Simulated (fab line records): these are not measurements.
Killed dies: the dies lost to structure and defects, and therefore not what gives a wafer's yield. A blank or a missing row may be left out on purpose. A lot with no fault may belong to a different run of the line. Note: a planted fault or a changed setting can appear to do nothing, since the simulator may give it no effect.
Lot-split experiment | flow n5_finfet | on a route of 1938 steps: 7 lots, 21 wafers read

## THE SPLIT ITSELF
At N5_FIN_SAQP_PECVD_47 (deposits a-Si from SiH4/He, target thk 45 nm, time 36.3 s), the setting time_s was moved away from the recipe's 36.3 s on 7 of the 21 wafers read, by -8.8% to +14.5%. The other wafers ran this setting at the recipe's value.

## FROM THE SPLIT TO THE READING: what the file shows between them, 3 steps
- N5_FIN_SAQP_PEB_14: peb time 60 s (also split here: peb_time_s)
- N5_FIN_SAQP_DEVELOP_15: develop time 30 s
- N5_FIN_SAQP_CD_MEAS_16: target cd 35.6 nm

## THE READING
etch.depth_nm (the simulator's own value, which no gauge read), in nm, at N5_FIN_SAQP_MANDREL_ETCH_58 (etches a-Si in HBr/Cl2, stops on SiNx, target depth 45 nm, bt time 10 s, time 27 s). The file gives no usual value for it. Here, 14 wafers ran the recipe; their average is 45.02 nm with a standard deviation of 0.61 nm.

wafer  | tool, chamber at the split | time_s as run, s | against the recipe | etch.depth_nm, nm | against lot-mates on the recipe
L074.2 | pecvd-04, 0                | 36.3             | recipe             | 44.94             | -
L074.3 | pecvd-04, 2                | 36.3             | recipe             | 44.68             | -
L074.5 | pecvd-04, 0                | 36.3             | recipe             | 45.36             | -
L076.3 | pecvd-03, 2                | 36.3             | recipe             | 44.62             | -
L076.4 | pecvd-03, 2                | 40.1             | +10.5%             | 50.29             | +5.07
L076.6 | pecvd-03, 1                | 36.3             | recipe             | 45.83             | -
L080.2 | pecvd-02, 1                | 36.3             | recipe             | 44.02             | -
L080.4 | pecvd-02, 2                | 39.03            | +7.5%              | 48.58             | +4.56
L080.6 | pecvd-02, 0                | 39.03            | +7.5%              | 47.85             | +3.83
L082.1 | pecvd-03, 0                | 36.3             | recipe             | 44.77             | -
L082.2 | pecvd-03, 2                | 36.3             | recipe             | 44.64             | -
L082.5 | pecvd-03, 1                | 40.25            | +10.9%             | 51.33             | +6.62
L083.2 | pecvd-03, 2                | 36.3             | recipe             | 44.22             | -
L083.4 | pecvd-03, 2                | 36.3             | recipe             | 44.53             | -
L083.6 | pecvd-03, 1                | 36.3             | recipe             | 45.71             | -
L087.2 | pecvd-03, 0                | 41.56            | +14.5%             | 51.45             | +5.69
L087.4 | pecvd-03, 0                | 36.3             | recipe             | 45.35             | -
L087.6 | pecvd-03, 1                | 36.3             | recipe             | 46.17             | -
L089.3 | pecvd-04, 1                | 33.11            | -8.8%              | 41.02             | -4.46
L089.4 | pecvd-04, 2                | 33.11            | -8.8%              | 42.04             | -3.44
L089.5 | pecvd-04, 1                | 36.3             | recipe             | 45.48             | -

FIT RESULTS
A straight line over all 21 wafers: etch.depth_nm changes by +0.458 nm for each +1% of time_s; r = +0.97; the points scatter about the line by 0.67 nm.
The same after taking each lot's own level away (the mean of its wafers on the recipe; 21 wafers): +0.478 nm for each +1%; r = +0.98; scatter 0.63 nm.
According to that fit, moving time_s by its largest amount changes the reading by 6.9 nm.
Across the lots, their own levels run from 44.020 to 45.760 nm, a range of 2.8 times the standard deviation given above.
The two slopes are in agreement: the lot-to-lot level therefore moves the slope only a little.
Check: for one of the wafers moved furthest among these (+14.5%), held out of the fit, the line's prediction against its lot-mates is +7.59 nm. It came out at +5.69 nm against them.

## ADDITIONAL SPLITS CARRIED BY THESE WAFERS
Before the reading, these wafers also passed through other splits. Each is held against what the fit with the lots' levels taken away leaves over:
other split on the same wafers           | wafers away from the commonest value | r with etch.depth_nm (lot level and that fit taken away)
N5_ZERO_LAYER_PECVD_02 time_s            | 5                                    | -0.12
N5_ZERO_LAYER_EXPOSE_08 dose_mj          | 9                                    | -0.26
N5_PMOS_HMC_CHANNEL_EPI_HM_DEP_34 time_s | 7                                    | -0.28
N5_FIN_SAQP_PEB_14 peb_time_s            | 9                                    | +0.14

## THE WHOLE CHAIN: every reading that the file lists as answering this split, in the file's order
step                        | what it does                                                                       | reading                                                                           | change (the file's fit)               | r (the file's)
N5_FIN_SAQP_PECVD_47        | deposits a-Si from SiH4/He, target thk 45 nm, time 36.3 s                          | a-Si_of_FIN_SAQP_PECVD_47.thk_nm (the simulator's own value, which no gauge read) | +0.479 nm for each +1% of the setting | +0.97
N5_FIN_SAQP_MANDREL_ETCH_58 | etches a-Si in HBr/Cl2, stops on SiNx, target depth 45 nm, bt time 10 s, time 27 s | etch.depth_nm (the simulator's own value, which no gauge read)                    | +0.479 nm for each +1% of the setting | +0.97

## FILE'S OWN FIT
etch.depth_nm changes by +0.479 nm for each +1% of time_s, r = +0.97.
